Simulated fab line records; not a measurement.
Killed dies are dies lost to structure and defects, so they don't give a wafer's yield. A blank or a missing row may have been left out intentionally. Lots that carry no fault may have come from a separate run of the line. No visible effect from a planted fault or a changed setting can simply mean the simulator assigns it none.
Matching of chambers    flow n5-finfet    rie-diel-03 running N5_FIN_SAQP_SPACER2_ETCHBACK_29: 4 sister chambers
The step etches SiO2 in CHF3/O2, target depth 12.2 nm, time 6.1 s. 18 wafers are shown with their chamber, then 9 later ones without.

== WAFERS, EACH WITH ITS CHAMBER ==
wafer   chamber  throttle-valve-pct (%)  oes-product-au (a.u.)  rf-vpp-V (V)
L076.1  0        19.18                   0.76                   537
L076.3  2        18.85                   0.79                   508
L076.6  2        18.86                   0.79                   509
L079.3  2        18.86                   0.78                   508
L079.4  0        19.18                   0.75                   535
L079.6  3        18.75                   0.91                   513
L080.1  0        19.19                   0.75                   536
L080.2  3        18.76                   0.91                   514
L080.6  0        19.17                   0.75                   537
L082.2  0        19.20                   0.76                   535
L082.4  2        18.87                   0.78                   510
L082.6  1        19.16                   0.75                   531
L081.2  3        18.77                   0.91                   514
L081.4  1        19.17                   0.75                   529
L081.5  1        19.18                   0.75                   531
L083.2  0        19.19                   0.74                   536
L083.4  1        19.17                   0.74                   529
L083.5  3        18.76                   0.91                   513

SIGNATURES (means of the wafers above)
reading             chamber 0  chamber 1  chamber 2  chamber 3  scatter within a chamber
throttle-valve-pct  19.1850    19.1700    18.8600    18.7600    0.00906
oes-product-au      0.7517     0.7475     0.7850     0.9100     0.00572
rf-vpp-V            536.00     530.00     508.75     513.50     0.916
Rule: distance of a wafer from a chamber = root of the sum over the readings of ((wafer's reading minus chamber's mean) / reading's scatter) squared. The wafer belongs to the nearest chamber; if the next one is less than 2 further off, it can't be placed. The scatter is the square root of a quotient: the sum, over the shown wafers, of each reading's squared deviation from its chamber's mean, divided by wafers minus chambers.

== WAFERS WITH NO CHAMBER GIVEN ==
wafer   throttle-valve-pct (%)  oes-product-au (a.u.)  rf-vpp-V (V)
L088.2  19.20                   0.73                   537
L088.3  18.89                   0.76                   508
L088.5  19.20                   0.74                   528
L094.4  19.20                   0.73                   529
L094.5  19.23                   0.73                   536
L094.6  18.80                   0.88                   513
L096.1  18.82                   0.86                   514
L096.2  19.26                   0.72                   535
L096.3  19.24                   0.72                   529

== WHICH CHAMBER EACH ONE RAN IN ==
wafer   from the rows above  in truth
L088.2  0                    0
L088.3  2                    2
L088.5  1                    1
L094.4  1                    1
L094.5  0                    0
L094.6  3                    3
L096.1  3                    3
L096.2  0                    0
L096.3  1                    1
Placed correctly: 9 of 9. From these rows, 0 cannot be placed. Wrongly placed: 0.
